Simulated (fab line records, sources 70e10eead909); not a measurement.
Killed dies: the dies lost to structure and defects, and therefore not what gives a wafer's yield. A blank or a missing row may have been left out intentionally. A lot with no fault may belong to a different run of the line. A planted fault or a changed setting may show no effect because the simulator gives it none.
The tool behind it: which one? | flow nand harc | 11 lots, 33 wafers sampled, at 5 steps of a route of 1302

== WHAT THE GAUGES READ, wafer by wafer ==
NHARC_A_M1_CD_MEAS_09: target cd 120 nm. Usual: 119.8 nm for cd nm, sd 0.62.
lot  | measured     | on        | cd nm (nm)        | flag
L839 | day 23 05:45 | cd sem-01 | 120.7 120.0 119.7 |
L842 | day 24 03:05 | cd sem-02 | 119.8 119.9 120.0 |
L843 | day 24 11:23 | cd sem-01 | 119.3 119.8 119.4 |
L844 | day 24 16:18 | cd sem-03 | 119.0 119.2 119.9 |
L845 | day 24 17:32 | cd sem-01 | 119.7 120.0 120.4 |
L846 | day 26 01:48 | cd sem-01 | 120.3 120.5 120.1 |
L851 | day 27 21:55 | cd sem-01 | 120.1 118.8 119.4 |
L857 | day 30 09:33 | cd sem-02 | 119.5 118.8 119.3 |
L859 | day 30 23:37 | cd sem-01 | 119.8 119.9 118.8 |
L860 | day 31 13:19 | cd sem-01 | 120.0 120.1 119.8 |
L862 | day 32 08:31 | cd sem-02 | 119.8 119.8 120.6 |

NHARC_A_M1_INSPECT_27. Usual: 532 for raw defect count, sd 120.
lot  | measured     | on                | raw defect count | flag
L839 | day 23 08:32 | defect inspect-02 | 493 526 398      |
L842 | day 24 05:50 | defect inspect-01 | 464 390 476      |
L843 | day 24 14:10 | defect inspect-01 | 466 489 549      |
L844 | day 24 19:07 | defect inspect-02 | 590 611 609      |
L845 | day 24 20:20 | defect inspect-01 | 636 439 449      |
L846 | day 26 04:39 | defect inspect-01 | 531 589 788      |
L851 | day 28 00:41 | defect inspect-01 | 381 373 441      |
L857 | day 30 12:19 | defect inspect-02 | 552 637 713      |
L859 | day 31 02:22 | defect inspect-02 | 391 579 555      |
L860 | day 31 16:08 | defect inspect-01 | 510 596 622      |
L862 | day 32 12:04 | defect inspect-01 | 445 430 441      |

== EACH LOT AND THE TOOL THAT RAN IT (in order: tool; ch and the chambers of the sampled wafers; start) ==
lot  | NHARC_A_M1_ETCH_28                            | NHARC_A_M1_ECD_22              | NHARC_A_M1_CMP_23
L839 | rie diel-12 ch 0,1, day 23 07:29 or earlier   | ecd cu-01 ch 0,1, day 23 07:29 | cmp-02 ch 0,1,3, day 23 08:07
L842 | rie diel-11 ch 0,1,3, day 24 04:44 or earlier | ecd cu-02 ch 0,1, day 24 04:44 | cmp-01 ch 0,2,3, day 24 05:25
L843 | rie diel-11 ch 0,2, day 24 13:05 or earlier   | ecd cu-01 ch 0,1, day 24 13:05 | cmp-03 ch 0,3, day 24 13:42
L844 | rie diel-11 ch 0,2,3, day 24 17:55 or earlier | ecd cu-02 ch 0,1, day 24 17:55 | cmp-03 ch 0,2, day 24 18:39
L845 | rie diel-12 ch 0,2,3, day 24 19:08 or earlier | ecd cu-02 ch 0,1, day 24 19:08 | cmp-01 ch 0,1,2, day 24 19:51
L846 | rie diel-04 ch 0,1,3, day 26 03:29 or earlier | ecd cu-01 ch 0,1, day 26 03:29 | cmp-02 ch 0,2, day 26 04:12
L851 | rie diel-04 ch 0,2,3, day 27 23:29 or earlier | ecd cu-01 ch 0,1, day 27 23:29 | cmp-03 ch 0,1,2, day 28 00:13
L857 | rie diel-12 ch 0,2, day 30 11:10 or earlier   | ecd cu-02 ch 0,1, day 30 11:10 | cmp-03 ch 0,1, day 30 11:52
L859 | rie diel-04 ch 0,1,3, day 31 01:11 or earlier | ecd cu-02 ch 0,1, day 31 01:11 | cmp-01 ch 0,1,2, day 31 01:54
L860 | rie diel-11 ch 1,3, day 31 14:59 or earlier   | ecd cu-01 ch 0,1, day 31 14:59 | cmp-01 ch 1,3, day 31 15:41
L862 | rie diel-04 ch 0,2, day 32 10:04 or earlier   | ecd cu-01 ch 0,1, day 32 10:04 | cmp-01 ch 0,1,3, day 32 11:37
- NHARC_A_M1_ETCH_28: etches the open film in CF4/N2, target depth 30 nm, time 72.99 s.
- NHARC_A_M1_ECD_22: material Cu, target thk 400 nm.
- NHARC_A_M1_CMP_23: polishes, t overpolish 20 s, target thk 154.34 nm.

== WHAT THE TOOLS THEMSELVES READ (means of the sampled wafers that have a number; where no wafer has one, the mark that the record gives instead) ==
NHARC_A_M1_ETCH_28. Usual: cf4 flow sccm is 50.00 sccm with standard deviation 0.14, drypump motor current A is 5.9 A with standard deviation 0.46, n2 flow sccm is 100.0 sccm with standard deviation 0.32, oes product au is 1.002 a.u. with standard deviation 0.011, rf vpp V is 314.5 V with standard deviation 1.6, showerhead plenum p Torr is 2.65 Torr with standard deviation 0.092, and throttle valve pct is 19.795 % with standard deviation 0.0082.
lot  | tool        | cf4 flow sccm (sccm) | drypump motor current A (A) | n2 flow sccm (sccm) | oes product au (a.u.) | rf vpp V (V) | showerhead plenum p Torr (Torr) | throttle valve pct (%) | flag
L839 | rie diel-12 | 50.08                | 5.1                         | 99.8                | 0.996                 | 316.0        | 2.70                            | 19.796                 |
L842 | rie diel-11 | 50.07                | 6.2                         | 100.2               | 1.017                 | 315.1        | 2.69                            | 19.797                 |
L843 | rie diel-11 | 49.96                | 6.2                         | 100.4               | 1.000                 | 317.2        | 2.78                            | 19.799                 |
L844 | rie diel-11 | 50.06                | 6.2                         | 99.9                | 0.996                 | 315.4        | 2.72                            | 19.795                 |
L845 | rie diel-12 | 50.06                | 5.7                         | 99.9                | 0.995                 | 312.5        | 2.58                            | 19.801                 |
L846 | rie diel-04 | 49.90                | 5.8                         | 99.8                | 0.989                 | 314.0        | 2.60                            | 19.800                 |
L851 | rie diel-04 | 49.96                | 5.6                         | 100.1               | 1.008                 | 314.1        | 2.58                            | 19.795                 |
L857 | rie diel-12 | 49.99                | 5.6                         | 99.9                | 1.008                 | 314.4        | 2.61                            | 19.790                 |
L859 | rie diel-04 | 50.00                | 5.8                         | 100.0               | 0.995                 | 313.6        | 2.60                            | 19.799                 |
L860 | rie diel-11 | 49.92                | 5.9                         | 100.2               | 1.003                 | 314.4        | 2.68                            | 19.792                 |
L862 | rie diel-04 | 50.00                | 5.7                         | 100.0               | 0.996                 | 313.3        | 2.51                            | 19.797                 |

NHARC_A_M1_ECD_22. Usual: 24.99 C for bath temp c, sd 0.095.
lot  | tool      | bath temp c (C) | flag
L839 | ecd cu-01 | 25.01           |
L842 | ecd cu-02 | 25.10           |
L843 | ecd cu-01 | 24.98           |
L844 | ecd cu-02 | 25.04           |
L845 | ecd cu-02 | 24.99           |
L846 | ecd cu-01 | 25.02           |
L851 | ecd cu-01 | 24.98           |
L857 | ecd cu-02 | 24.96           |
L859 | ecd cu-02 | 25.07           |
L860 | ecd cu-01 | 25.10           |
L862 | ecd cu-01 | 24.98           |

NHARC_A_M1_CMP_23. Usual: motor current A 12.4 A, standard deviation 1.2; slurry filter dp kPa 13.50 kPa, standard deviation 0.13; time to endpoint s 28.9 s, standard deviation 2.4.
lot  | tool   | motor current A (A) | slurry filter dp kPa (kPa) | time to endpoint s (s) | flag
L839 | cmp-02 | 12.0                | 13.46                      | 30.1                   |
L842 | cmp-01 | 12.5                | 13.56                      | 29.3                   |
L843 | cmp-03 | 12.0                | 13.40                      | 28.6                   |
L844 | cmp-03 | 13.7                | 13.44                      | 27.9                   |
L845 | cmp-01 | 12.0                | 13.58                      | 26.5                   |
L846 | cmp-02 | 12.8                | 13.47                      | 30.3                   |
L851 | cmp-03 | 13.0                | 13.54                      | 29.2                   |
L857 | cmp-03 | 11.2                | 13.51                      | 24.8                   |
L859 | cmp-01 | 12.0                | 13.43                      | 22.0                   |
L860 | cmp-01 | 11.6                | 13.48                      | 29.5                   |
L862 | cmp-01 | 12.2                | 13.65                      | 29.8                   |

== THE ANSWER, worked out from the rows above alone ==
Rule: lot off if the mean of its wafers having a number is beyond 3 standard deviations from the usual mean. A lot without any number at a reading at which 4 lots or more have one is off too. Where the step has rows for the other lots, those lots are counted as sound. First the gauges in route order, then the tools' own readings, where a lot's mean is used as printed above. At the first step where some lot is off, the reading lying furthest off is the one used; lots without a number count as furthest.
Across all readings shown, no lot is off: no conclusion can be drawn from this.

== WHAT THE SIMULATOR PUT IN ==
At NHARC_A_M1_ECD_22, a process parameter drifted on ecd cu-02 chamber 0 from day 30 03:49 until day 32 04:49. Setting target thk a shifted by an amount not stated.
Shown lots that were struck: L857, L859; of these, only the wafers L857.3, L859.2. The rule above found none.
